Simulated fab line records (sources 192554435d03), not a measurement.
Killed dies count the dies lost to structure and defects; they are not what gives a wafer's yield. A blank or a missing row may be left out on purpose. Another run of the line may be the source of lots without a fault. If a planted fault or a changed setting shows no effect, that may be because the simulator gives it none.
fab line records ; flow n5-finfet
record: lots: 3; wafers: 9; last-day: 16
route steps=1938 shown HKMG_FIN@401 BEOL_M4@1111 PASSIVATION@1936
lots untouched by any fault: they come from a run of this same line in which no faults occurred
start-h: start of the lot's first displayed wafer, in hours after the record's first day ; wait-h: time in hours since the lot's previous step ; " identical to the entry in the row above ; L1.1+2: several wafers, shown together as one row ; - no value, or no start was given ; * or withheld: withheld ; < > ~ a bound
route shown NAME@n: NAME is a module with steps in the file, n the number in the route of the first one ; usual: the fault-free wafers' mean and standard deviation ; same: alike in all rows ; chamber/n: place in a boat ; sites: readings site by site ; _std_site: their standard deviation ; _edge_site: inner sites' mean taken away from outer sites' mean ; radius-mm: how far each site lies from the wafer's centre ; mask NAME#n: copy n ; behind: the last tool/chamber to shape the wafer ; hold: why the lot was held/for how many hours/how that ended ; device: whichever transistor did not switch (one of n, p or np) ; end of line: the tests these same wafers got at the end of their route ; a step given without rows: its recipe and nothing more ; killed: not the wafer's yield, but the dies lost to structure and defects at the first sort ; map: dies across one wafer; x = killed, . = not, _ = none there
set.NAME: the setting that was run; set.NAME@STEP: the one run at that earlier step ; model.NAME: the simulator's own value behind a step, which no gauge read
lots seen at some steps along the route; tables by step, rows by wafer
services: a tool's chamber out of use, with start hour (start-h, from the record's first day; less than 0 if before it), hours out, and reason
== steps ==
step: N5_HKMG_FIN_DESCUM_53
recipe: chemistry: O2; time-s: 7.9; source-power-w: 50; bias-power-w: 20; pressure-mtorr: 20; rf-frequency-hz: 2.712e+07; temp-c: 40; resist: CAR-ArF; o2-flow-sccm: 225
step: N5_HKMG_FIN_ETCH_54
recipe: chemistry: CF4; target: SiARC; target-depth-a: 455; mask-material: CAR-ArF; time-s: 75.8; ion-energy-ev: 80; pressure-mtorr: 40; source-w: 545; bias-w: 36; Ar_flow_sccm: 100; cf4-flow-sccm: 100; ends: cleared
step: N5_HKMG_FIN_ETCH_55
recipe: chemistry: N2/H2; target: SOC; target-depth-a: 2400; temp-c: 40; time-s: 300; ion-energy-ev: 200; mask-material: SiARC; pressure-mtorr: 30; source-w: 840; bias-w: 150; n2-flow-sccm: 200; h2-flow-sccm: 200
step: N5_HKMG_FIN_STRIP_56
recipe: chemistry: N2/H2; temp-c: 40; n2-flow-sccm: 200; h2-flow-sccm: 200; rf-frequency-hz: 6e+07
step: N5_HKMG_FIN_STRIP_57
recipe: chemistry: CF4; resist: SiARC; power-w: 300; bias-power-w: 75; pressure-mtorr: 50; cf4-flow-sccm: 150; rf-frequency-hz: 6e+07
step: N5_HKMG_FIN_ETCH_58
recipe: chemistry: N2/H2; target: SOC; target-depth-a: 2158; ion-energy-ev: 50; bias-w: 13; time-s: 741; pressure-mtorr: 30; source-w: 875; n2-flow-sccm: 200; h2-flow-sccm: 200
step: N5_HKMG_FIN_STRIP_93
recipe: chemistry: N2/H2; material: SOC; time-s: 20; power-w: 500; temp-c: 40; pressure-mtorr: 50; rf-frequency-hz: 6e+07; bias-power-w: 8; h2-frac: 0.5; n2-flow-sccm: 300; h2-flow-sccm: 300
step: N5_HKMG_FIN_WET_ETCH_76
recipe: chemistry: dNH4OH; mix: 1:50; temp-c: 25; target: Al2O3; stop-on: La2O3; target-depth-nm: 2.25; dry: ipa-marangoni; rinse-time-s: 30; rinse-temp-c: 23
step: N5_HKMG_FIN_STRIP_60
recipe: chemistry: N2/H2; power-w: 2500; temp-c: 300; h2-frac: 0.65; time-s: 360; pressure-mtorr: withheld; n2-flow-sccm: 1750; h2-flow-sccm: 3250
step: N5_HKMG_FIN_WET_ETCH_77
recipe: chemistry: dHCl; mix: 1:10000; temp-c: 25; target: La2O3; stop-on: HfO2; target-depth-nm: 2
step: N5_HKMG_FIN_WET_ETCH_78
recipe: chemistry: dNH4OH; mix: 1:50; temp-c: 25; target: Al2O3; stop-on: La2O3; target-depth-nm: 4.5; dry: ipa-marangoni; rinse-time-s: 30; rinse-temp-c: 23
step: N5_HKMG_FIN_ALD_79
recipe: material: TiN; target-thk-a: 15; temp-c: 400; ald-precursor-family: TiCl4; ald-co-reactant: NH3; pulse-time-s: 1; purge-time-s: 3; co-reactant-purge-time-s: 2; co-reactant-pulse-time-s: 2; ald-cycles: 68; pressure-torr: 3
step: N5_HKMG_FIN_CVD_62
recipe: material: a-Si; target-thk-a: 30; temp-c: 500; precursor: Si2H6; pressure-torr: 1; time-s: 20.8
usual: chamber-pressure-Torr: 0.9997/0.0024; heater-power-w: 1413/180; susceptor-temp-C: 500.03/0.26
lot.wafer;tool;chamber;start-h;wait-h;chamber-pressure-Torr;heater-power-w;susceptor-temp-C;model.a-Si_of_HKMG_FIN_CVD_62.thk-nm
L286.3;thermal-cvd-si-01;1;75.54;0.2;0.9991;1363;500.05;3
L286.5;thermal-cvd-si-01;0;75.54;0.2;0.9985;1378;500.13;3
L286.6;thermal-cvd-si-01;1;75.54;0.2;1.0000;1391;500.33;3
L290.1;thermal-cvd-si-01;0;97.37;0.2;1.0007;1343;499.92;3
L290.4;thermal-cvd-si-01;0;97.37;0.2;0.9938;1361;500.03;3
L290.6;thermal-cvd-si-01;2;97.37;0.2;1.0010;1125;499.99;3
L304.1;thermal-cvd-si-01;1;180.85;0.2;1.0020;1366;500.17;3.2
L304.3;thermal-cvd-si-01;2;180.85;0.2;0.9985;1122;500.12;3
L304.6;thermal-cvd-si-01;0;180.85;0.2;1.0013;1352;499.73;4.4
step: N5_HKMG_FIN_RTA_80
recipe: temp-c: withheld; time-s: 2; ambient: N2; idle-temp-c: 600; ramp-up-c-per-s: 150; ramp-down-c-per-s: 60; cool-to-c: 600
step: N5_HKMG_FIN_PRECLEAN_64
recipe: chemistry: dHF; time-s: 30; temp-c: 25; dilution: withheld
step: N5_HKMG_FIN_WET_ETCH_65
recipe: chemistry: TMAH; temp-c: 70; conc-wt-pct: 5; target: a-Si; stop-on: TiN; time-s: 49; target-depth-nm: 3
step: N5_HKMG_FIN_WET_ETCH_81
recipe: chemistry: SC1; target: TiN; stop-on: HfO2; mix: 1:1:5; temp-c: 60; time-s: 57; target-depth-nm: 6
step: N5_HKMG_FIN_WET_ETCH_82
recipe: chemistry: dHCl; mix: 1:10000; temp-c: 25; target: La2O3; stop-on: HfO2; target-depth-nm: 2; dry: ipa-marangoni; rinse-time-s: 30; rinse-temp-c: 23
step: N5_HKMG_FIN_ALD_36
recipe: material: TiN; target-thk-a: 10; temp-c: 400; ald-precursor-family: TiCl4; ald-co-reactant: NH3; pulse-time-s: 1; purge-time-s: 3; co-reactant-purge-time-s: 2; co-reactant-pulse-time-s: 2; ald-cycles: 47; pressure-torr: 3
step: N5_HKMG_FIN_PWFM_ALD_03
recipe: material: TiN; target-thk-a: 20; temp-c: 400; ald-precursor-family: TiCl4; ald-co-reactant: NH3; pulse-time-s: 1; purge-time-s: 3; co-reactant-purge-time-s: 2; co-reactant-pulse-time-s: 2; ald-cycles: 91; pressure-torr: 3
step: N5_HKMG_FIN_COAT_29
recipe: resist: SOC; temp-c: 250; time-s: 60; spin-rpm: 1500; resist-thk-nm: 300
step: N5_HKMG_FIN_COAT_30
recipe: resist: SiARC; temp-c: 220; time-s: 60; spin-rpm: 1500; resist-thk-nm: 35
step: N5_HKMG_FIN_COAT_06
recipe: resist: CAR-ArF; spin-rpm: 1500; resist-thk-nm: 90
step: N5_HKMG_FIN_EBR_08
recipe: solvent: PGMEA; ebr-width-mm: 1.5
step: N5_HKMG_FIN_SOFTBAKE_07
recipe: temp-c: 110; time-s: 60; resist: CAR-ArF
step: N5_HKMG_FIN_EXPOSE_09
recipe: mask-id: NWFM; na: 1.35; source-shape: conventional; sigma-outer: 0.8; polarization: unpolarized; dose-mj: 39.25
step: N5_HKMG_FIN_PEB_10
recipe: peb-temp-c: withheld; peb-time-s: 60; resist: CAR-ArF
step: N5_HKMG_FIN_DEVELOP_11
recipe: develop-time-s: 30; developer: TMAH; resist: CAR-ArF; dev-temp-c: 23; rinse-liquid: diw; dry: air-spin
step: N5_HKMG_FIN_DESCUM_17
recipe: chemistry: O2; time-s: 7.9; source-power-w: 50; bias-power-w: 20; pressure-mtorr: 20; rf-frequency-hz: 2.712e+07; temp-c: 40; resist: CAR-ArF; o2-flow-sccm: 225
step: N5_HKMG_FIN_ETCH_31
recipe: chemistry: CF4; target: SiARC; target-depth-a: 455; mask-material: CAR-ArF; time-s: 75.8; ion-energy-ev: 80; pressure-mtorr: 40; source-w: 545; bias-w: 36; Ar_flow_sccm: 100; cf4-flow-sccm: 100; ends: cleared
step: N5_HKMG_FIN_ETCH_32
recipe: chemistry: N2/H2; target: SOC; target-depth-a: 2400; temp-c: 40; time-s: 300; ion-energy-ev: 200; mask-material: SiARC; pressure-mtorr: 30; source-w: 840; bias-w: 150; n2-flow-sccm: 200; h2-flow-sccm: 200
step: N5_HKMG_FIN_STRIP_33
recipe: chemistry: N2/H2; temp-c: 40; n2-flow-sccm: 200; h2-flow-sccm: 200; rf-frequency-hz: 6e+07
step: N5_HKMG_FIN_STRIP_34
recipe: chemistry: CF4; resist: SiARC; power-w: 300; bias-power-w: 75; pressure-mtorr: 50; cf4-flow-sccm: 150; rf-frequency-hz: 6e+07
step: N5_HKMG_FIN_ETCH_35
recipe: chemistry: N2/H2; target: SOC; target-depth-a: 2158; ion-energy-ev: 65; bias-w: 5; source-w: 3000; time-s: 243.4; pressure-mtorr: 30; n2-flow-sccm: 200; h2-flow-sccm: 200
step: N5_HKMG_FIN_STRIP_92
recipe: chemistry: N2/H2; material: SOC; time-s: 20; power-w: 500; temp-c: 40; pressure-mtorr: 50; rf-frequency-hz: 6e+07; bias-power-w: 8; h2-frac: 0.5; n2-flow-sccm: 300; h2-flow-sccm: 300
step: N5_HKMG_FIN_WET_ETCH_18
recipe: chemistry: SC1; target: TiN; mix: 1:1:5; temp-c: *; time-s: 55; target-depth-nm: 5.2; dry: ipa-marangoni; rinse-time-s: 30; rinse-temp-c: 23
step: N5_HKMG_FIN_STRIP_19
recipe: chemistry: N2/H2; power-w: 2500; temp-c: 300; h2-frac: 0.65; time-s: 360; pressure-mtorr: withheld; n2-flow-sccm: 1750; h2-flow-sccm: 3250
step: N5_HKMG_FIN_ALD_91
recipe: material: TiN; target-thk-a: 10; temp-c: 400; ald-precursor-family: TiCl4; ald-co-reactant: NH3; pulse-time-s: 1; purge-time-s: 3; co-reactant-purge-time-s: 2; co-reactant-pulse-time-s: 2; ald-cycles: 47; pressure-torr: 3
step: N5_BEOL_M4_RC_MEAS_101
usual: DIBL_N: 36.7/2.4; DIBL_P: 37.4/2.9; EOT_P: 10.47/0.1; IGATE_P: 0.0038/0.00073; IOFF_N: 0.18/0.05; IOFF_N_85C: 3.4/0.81; IOFF_N_LIN: 0.080/0.018; IOFF_N_LONG: 5.5e-05/3.2e-06; IOFF_P: 0.23/0.058; IOFF_P_85C: 3.9/0.82; IOFF_P_LIN: 0.105/0.02; IOFF_P_LONG: 0.000105/9.9e-06; ION_N: 683/16; ION_P: 467/11; SS_N: 71.7/0.77; SS_P: 73.5/0.87; VT_N: 249/4.3; VT_N_LONG: 274.9/1.9; VT_N_LVT: 97/4.5; VT_P: -250/4.4; VT_P_LONG: -275/3.3; VT_P_LVT: -98/3.7
lot.wafer;tool;chamber;start-h;wait-h;DIBL_N[mV/V];DIBL_P[mV/V];EOT_P;IGATE_P[nA/um];IOFF_N[nA/um];IOFF_N_85C[nA/um];IOFF_N_LIN[nA/um];IOFF_N_LONG[nA/um];IOFF_P[nA/um];IOFF_P_85C[nA/um];IOFF_P_LIN[nA/um];IOFF_P_LONG[nA/um];ION_N[uA/um];ION_P[uA/um];SS_N[mV/dec];SS_P[mV/dec];VT_N[mV];VT_N_LONG[mV];VT_N_LVT[mV];VT_P[mV];VT_P_LONG[mV];VT_P_LVT[mV]
L286.3;prober-01;0;157.56;1.1;32.0;32.4;10.46;0.0032;0.11;2.3;0.055;5.5e-05;0.14;2.5;0.071;9.9e-05;674;458;70.4;72.8;254;274.3;102;-257;-278;-106
L286.5;prober-01;0;157.56;1.1;37.2;39.2;10.58;0.0034;0.19;3.6;0.084;5.3e-05;0.25;4.2;0.111;0.000101;684;468;72.3;74.5;248;276.7;97;-250;-278;-98
L286.6;prober-01;0;157.56;1.1;34.4;35.6;10.60;0.0031;0.14;2.6;0.063;5.3e-05;0.18;3.1;0.085;9e-05;657;453;72.2;73.5;253;277.1;101;-256;-280;-103
L290.1;prober-01;0;190.35;0.0;36.2;35.5;10.36;0.0043;0.15;2.9;0.068;5.2e-05;0.18;3.2;0.084;9.2e-05;672;460;71.6;72.8;251;277.0;100;-253;-276;-104
L290.4;prober-01;0;190.35;0.0;33.7;31.3;10.61;0.0032;0.10;2.0;0.046;5.2e-05;0.13;2.5;0.068;9.4e-05;630;433;71.2;72.3;261;278.1;108;-259;-279;-105
L290.6;prober-01;0;190.35;0.0;34.1;33.4;10.69;0.0028;0.13;2.5;0.063;5.4e-05;0.16;2.9;0.082;9.8e-05;696;468;70.8;72.5;250;277.3;99;-254;-278;-102
L304.1;prober-01;0;266.77;0.0;35.3;35.9;10.27;0.0045;0.15;3.0;0.075;5.6e-05;0.21;3.6;0.097;0.000107;696;476;71.9;73.1;250;275.8;95;-250;-279;-97
L304.3;prober-01;0;266.77;0.0;35.1;34.6;10.37;0.0044;0.14;2.7;0.066;5.4e-05;0.19;3.3;0.090;0.000102;664;447;70.7;73.4;251;273.6;97;-250;-278;-99
L304.6;prober-01;0;266.77;0.0;33.3;32.5;10.82;0.0007;0.00;0.0;0.001;2.4e-05;1.18;15.5;0.604;0.00041;402;540;71.0;72.5;384;398.4;227;-199;-232;-45
step: N5_PASSIVATION_PROBE_49
usual: defect-limited-yield: 91.4/1.6; killed_at_M0_to_M3: 31/11; killed_at_M4_up: 14/5.7; killed-at-contacts: 12/6; killed-at-front-end: 41/13; killed-at-other: 3.3/2.8; killed-dies: 101/19; killed-on-rim: 13/3.9; killed-open: 67/14; killed-short: 33/8.2; sort_bin_4_leakage: 0.0/0.37; sort_bin_5_function: 5.0/1.1; sort_bin_6_memory: 3.3/0.74; sort_bin_8_speed: 0.0/0.36; sort-n-pass: 1078/20; sort-yield-pct: 91.3/1.7
same: gross-dies: 1180; killed-at-back-side: 0
lot.wafer;tool;chamber;start-h;wait-h;defect-limited-yield[%];killed_at_M0_to_M3;killed_at_M4_up;killed-at-contacts;killed-at-front-end;killed-at-other;killed-dies;killed-on-rim;killed-open;killed-short;sort_bin_4_leakage[%];sort_bin_5_function[%];sort_bin_6_memory[%];sort_bin_8_speed[%];sort-n-pass;sort-yield-pct[%]
L286.3;prober-02;-;254.85;0.1;93.8;12;13;3;43;2;73;13;51;22;0;3.4;2.7;0;1107;93.8
L286.5;prober-02;-;254.95;0.2;93.2;29;6;9;27;9;80;10;48;31;0;3.6;2.9;0;1100;93.2
L286.6;prober-02;-;255.00;0.3;93.0;20;8;9;41;5;83;9;54;28;0;3.9;2.7;0;1097;93.0
L290.1;prober-02;-;295.69;0.0;90.9;37;16;8;42;4;107;11;68;39;0;6.1;2.5;0;1073;90.9
L290.4;prober-02;-;295.84;0.2;92.7;18;18;13;32;5;86;13;62;24;0;4.2;3.0;4.3;1043;88.4
L290.6;prober-02;-;295.94;0.3;92.5;18;14;6;48;3;89;13;56;30;0;4.2;2.7;0;1091;92.5
L304.1;prober-02;-;371.67;0.0;92.5;30;7;17;31;3;88;13;68;17;0;4.1;3.1;0;1092;92.5
L304.3;prober-02;-;371.77;0.1;92.6;33;16;15;23;0;87;13;60;24;0;5.3;1.7;0;1093;92.6
L304.6;prober-02;-;371.92;0.3;92.0;36;13;12;32;1;94;10;58;29;92.0;4.2;3.0;0;0;0
killed by level:class
L286.3 FIN_SAQP:geometric-particle:open=12 FIN_SAQP:geometric-particle:short=10 STI_FIN_REVEAL:geometric-particle:open=8 BEOL_M4:geometric-particle:open=6 BEOL_M2:geometric-particle:open=5 STARTING-WAFER:geometric-particle:open=5 STARTING-WAFER:geometric-particle:short=4 MOL_CONTACT_COAG:geometric-particle:open=3
L286.5 FIN_SAQP:geometric-particle:short=7 BEOL_M2:geometric-particle:open=7 MOL_CONTACT_COAG:geometric-particle:open=6 FIN_SAQP:geometric-particle:open=5 DUMMY_GATE:geometric-particle:open=5 BEOL_M0_SAQP:geometric-particle:open=5 BEOL_M0_SAQP:geometric-particle:short=5 BEOL_M4:geometric-particle:open=4
L286.6 FIN_SAQP:geometric-particle:open=8 STI_FIN_REVEAL:geometric-particle:open=8 MOL_CONTACT_COAG:geometric-particle:open=8 BEOL_M2:geometric-particle:open=7 FIN_SAQP:geometric-particle:short=6 BEOL_M4:geometric-particle:open=4 BEOL_M3:geometric-particle:open=4 DUMMY_GATE:geometric-particle:open=3
L290.1 BEOL_M0_SAQP:geometric-particle:open=18 BEOL_M0_SAQP:geometric-particle:short=12 BEOL_M4:geometric-particle:open=8 FIN_SAQP:geometric-particle:open=7 DUMMY_GATE:geometric-particle:open=6 MOL_CONTACT_COAG:geometric-particle:open=6 STI_FIN_REVEAL:geometric-particle:open=5 GATE_CUT:geometric-particle:short=5
L290.4 FIN_SAQP:geometric-particle:open=11 MOL_CONTACT_COAG:geometric-particle:open=10 BEOL_M4:geometric-particle:open=6 BEOL_M3:geometric-particle:open=5 ILD0:geometric-particle:open=4 STARTING-WAFER:geometric-particle:short=4 FIN_SAQP:geometric-particle:short=3 STI_FIN_REVEAL:geometric-particle:open=3
L290.6 STI_FIN_REVEAL:geometric-particle:open=16 FIN_SAQP:geometric-particle:short=5 STI_FIN_REVEAL:geometric-particle:short=5 MOL_CONTACT_COAG:geometric-particle:open=5 BEOL_M0_SAQP:geometric-particle:short=5 FIN_SAQP:geometric-particle:open=4 BEOL_M4:geometric-particle:open=4 BEOL_M0_SAQP:geometric-particle:open=3
L304.1 MOL_CONTACT_COAG:geometric-particle:open=13 FIN_SAQP:geometric-particle:open=11 BEOL_M3:geometric-particle:open=10 BEOL_M1:geometric-particle:open=6 BEOL_M2:geometric-particle:open=6 MOL_CONTACT_COAG:geometric-particle:short=4 BEOL_M1:geometric-particle:short=4 STI_FIN_REVEAL:geometric-particle:open=3
L304.3 MOL_CONTACT_COAG:geometric-particle:open=11 BEOL_M3:geometric-particle:open=9 BEOL_M2:geometric-particle:open=6 BEOL_M0_SAQP:geometric-particle:short=5 BEOL_M4:geometric-particle:open=5 DUMMY_GATE:geometric-particle:open=4 MOL_CONTACT_COAG:geometric-particle:short=4 BEOL_M1:geometric-particle:open=4
L304.6 BEOL_M0_SAQP:geometric-particle:open=11 BEOL_M0_SAQP:geometric-particle:short=11 STI_FIN_REVEAL:geometric-particle:open=8 MOL_CONTACT_COAG:geometric-particle:open=7 HKMG_FIN:area-etch=6 MOL_CONTACT_COAG:geometric-particle:short=5 BEOL_M1:geometric-particle:open=5 DUMMY_GATE:geometric-particle:open=4
map L304.6 (x killed, . not)
_________________............________________
______________.................x_____________
___________.x...................x..__________
__________..................x.x...x._________
________.........x...............x...._______
_______x.............x........x.....x..______
______............x.......x......x......_____
_____....................................____
____..................x................x..___
___.......................x................__
___.........................x........xx....__
__x.....xx..................x........x......_
__...x..........x...x...............x......._
_......................x.........x......x....
_....................xx.........x.x..........
_........................x.................x.
_.......................x.x..................
_...xx...........x.....................x...x.
_......xx...xx............x..................
_.....x...x....x.........x..x..........x...x.
_...x..............x.......x............xx...
__................x....................x...._
__...x.......x...x......xx.....x............_
___...........x...............x...........x__
___.........x.........x...x.....x..........__
____......................................___
_____.........................x.x....x...____
______x.........x.....x................._____
_______.........x.............x........______
________.x....x.x.....x......x........_______
__________........x................._________
___________........................__________
______________..........x......._____________
_________________..........x.________________
map L286.6 (x killed, . not)
_________________............________________
______________...........x......_____________
___________........................__________
__________........x...x............._________
________...x.....xx...............xx.._______
_______....xx.x..x.....................______
______....x................x...xx......._____
_____....................................____
____.......................x.........x....___
___.................x......x...............__
___xx.......................x..........x...__
__..x......................................._
__........x.........x.....x................._
_..x...........x....x..................x.....
_...x..........x.x.....x...........x.x.......
_.............................x..............
_....................x.......................
_.....x..x.x.................................
_........x.xx.........x......................
_.................x..........x.......x.......
_........................................x...
__..........xx................x.....x.....x._
__.........x...............................x_
___.............x.....x..x...............x.__
___............x.............x.......x.....__
____.......................x..............___
_____...........................x........____
______................x................._____
_______x......xx...x..............x....______
________.........x...................x_______
__________.....xx..................._________
___________.x..............x.....x.__________
______________.........x.....x.._____________
_________________.......x....________________
== services ==
tool;chamber;start-h;hours;kind
thermal-cvd-si-01;2;55.49;2.3;repair
thermal-cvd-si-01;-;104.87;0.8;repair
== key ==
first-sign: step: N5_BEOL_M4_RC_MEAS_101; reading: VT_N_LONG; direction: up; sigmas: 63; usual: 274.9; struck: 398.4
effect: step: N5_BEOL_M4_RC_MEAS_101; reading: VT_N; direction: up; sigmas: 32; usual: 249; struck: 384
effect: step: N5_BEOL_M4_RC_MEAS_101; reading: IOFF_P_LONG; direction: up; sigmas: 31; usual: 0.000105; struck: 0.00041
effect: step: N5_BEOL_M4_RC_MEAS_101; reading: VT_N_LVT; direction: up; sigmas: 29; usual: 97; struck: 227
effect: step: N5_BEOL_M4_RC_MEAS_101; reading: IOFF_P_LIN; direction: up; sigmas: 25; usual: 0.105; struck: 0.604
effect: step: N5_BEOL_M4_RC_MEAS_101; reading: ION_N; direction: down; sigmas: 17; usual: 683; struck: 402
effect: step: N5_BEOL_M4_RC_MEAS_101; reading: IOFF_P; direction: up; sigmas: 17; usual: 0.23; struck: 1.18
effect: step: N5_BEOL_M4_RC_MEAS_101; reading: VT_P_LVT; direction: up; sigmas: 14; usual: -98; struck: -45
effect: step: N5_BEOL_M4_RC_MEAS_101; reading: IOFF_P_85C; direction: up; sigmas: 14; usual: 3.9; struck: 15.5
effect: step: N5_BEOL_M4_RC_MEAS_101; reading: VT_P_LONG; direction: up; sigmas: 13; usual: -275; struck: -232
effect: step: N5_BEOL_M4_RC_MEAS_101; reading: VT_P; direction: up; sigmas: 12; usual: -250; struck: -199
effect: step: N5_BEOL_M4_RC_MEAS_101; reading: IOFF_N_LONG; direction: down; sigmas: 10; usual: 5.5e-05; struck: 2.4e-05
effect: step: N5_PASSIVATION_PROBE_49; reading: sort_bin_4_leakage; direction: up; sigmas: 99+; usual: 0.0; struck: 92.0
model-effect: step: N5_HKMG_FIN_CVD_62; value: a-Si_of_HKMG_FIN_CVD_62.thk-nm; without: 3.2; struck: 4.4
met-at N5_HKMG_FIN_CVD_62
struck-wafers L304.6
onset-between 97.37 180.85
fault: kind: process-parameter-drift; tool: thermal-cvd-si-01; chamber: -; onset-h: 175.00; steps: N5_HKMG_FIN_CVD_62; channel: time-s; offset: *; shape: step; end-h: 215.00; scope: struck-wafers-only; stated: *
